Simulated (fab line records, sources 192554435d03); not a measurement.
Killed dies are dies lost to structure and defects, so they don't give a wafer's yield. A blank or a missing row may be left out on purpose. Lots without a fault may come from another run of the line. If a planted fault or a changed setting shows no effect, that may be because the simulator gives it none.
Which of the tools did it? | flow n5 finfet | Sampling: 9 lots, 27 wafers, 4 of 1938 route steps

WHAT THE GAUGES READ, wafer by wafer
N5_SD_EPI_N_EPI_MEAS_23.
lot  | measured    | on            | thk nm (nm)
L657 | day 3 03:43 | film metro-02 | 59.6 59.0 58.8
L660 | day 4 02:53 | film metro-02 | 60.3 59.3 59.1
L665 | day 5 12:35 | film metro-02 | 53.1 54.1 50.7
L667 | day 5 18:39 | film metro-02 | 54.6 53.1 52.8
L670 | day 6 18:02 | film metro-01 | 57.5 58.4 59.6
L673 | day 7 07:38 | film metro-01 | 59.4 57.8 59.5
L676 | day 7 23:42 | film metro-02 | 60.0 58.8 58.4
L678 | day 8 11:49 | film metro-02 | 58.1 59.2 61.4
L680 | day 9 02:35 | film metro-02 | 58.9 58.6 61.1

EACH LOT AND THE TOOL THAT RAN IT (in order: tool; ch and the chambers of the sampled wafers; start)
lot  | N5_SPACER0_ALD_07                | N5_SD_EPI_N_SD_RECESS_17        | N5_SD_EPI_N_EPI_21
L657 | ald sin-03 ch 0,2,3, day 2 23:15 | rie si-05 ch 0,1, day 3 00:59   | epi rpcvd-03 ch 0, day 3 01:59
L660 | ald sin-03 ch 0,1,2, day 3 21:41 | rie si-03 ch 0,3, day 3 23:26   | epi rpcvd-03 ch 0, day 4 00:36
L665 | ald sin-04 ch 2,3, day 5 08:08   | rie si-03 ch 0,2,3, day 5 09:53 | epi rpcvd-03 ch 0, day 5 11:09
L667 | ald sin-03 ch 0,2,3, day 5 13:51 | rie si-03 ch 1,2,3, day 5 15:56 | epi rpcvd-03 ch 0, day 5 16:56
L670 | ald sin-02 ch 1,3, day 6 12:49   | rie si-05 ch 2,3, day 6 14:35   | epi rpcvd-04 ch 0, day 6 16:08
L673 | ald sin-04 ch 1,2,3, day 7 02:50 | rie si-05 ch 1,2,3, day 7 04:56 | epi rpcvd-04 ch 0, day 7 05:55
L676 | ald sin-02 ch 1,2,3, day 7 19:23 | rie si-05 ch 1,3, day 7 20:59   | epi rpcvd-04 ch 0, day 7 22:32
L678 | ald sin-02 ch 0,1, day 8 07:20   | rie si-05 ch 0,1,3, day 8 09:04 | epi rpcvd-04 ch 0, day 8 10:04
L680 | ald sin-03 ch 0,1, day 8 20:52   | rie si-05 ch 0,3, day 8 22:59   | epi rpcvd-04 ch 0, day 9 00:19
- N5_SPACER0_ALD_07: deposits SiNx, target thk 2 nm.
- N5_SD_EPI_N_SD_RECESS_17: chemistry HBr/Cl2/O2, target depth 41 nm, time 23.7 s, bt time 3 s.
- N5_SD_EPI_N_EPI_21: deposits Si:P, time 690 s.

THE ANSWER, worked out from the rows above alone
Rule: the lots themselves supply what counts as usual. The widest of any qualifying gaps counts: lots, ordered by their means at a reading, are off when they make up no more than a third of the lots, leave a main group of 4 or more, and stand apart from it by 3 or more times the standard deviation of that group's means. If all means in a main group match to the digits the tables above print for the reading, that group is not used. Also off: a lot with no number at a reading for which 4 or more lots have one. Where the step has rows for the other lots, those lots are counted as sound.
Off at N5_SD_EPI_N_EPI_MEAS_23 (thk nm): L665, L667. Main group: mean 59.2 nm, sd 0.37.
A tool fits if, at a process step before that reading, it ran every lot that is off, and no sound lot after the first of them. Gauges at N5_SD_EPI_N_EPI_MEAS_23: tried the same way as those tools. Can't be told from this: 2 tools fit, rie si-03 at N5_SD_EPI_N_SD_RECESS_17, epi rpcvd-03 at N5_SD_EPI_N_EPI_21.

WHAT HAD BEEN PUT IN BY THE SIMULATOR
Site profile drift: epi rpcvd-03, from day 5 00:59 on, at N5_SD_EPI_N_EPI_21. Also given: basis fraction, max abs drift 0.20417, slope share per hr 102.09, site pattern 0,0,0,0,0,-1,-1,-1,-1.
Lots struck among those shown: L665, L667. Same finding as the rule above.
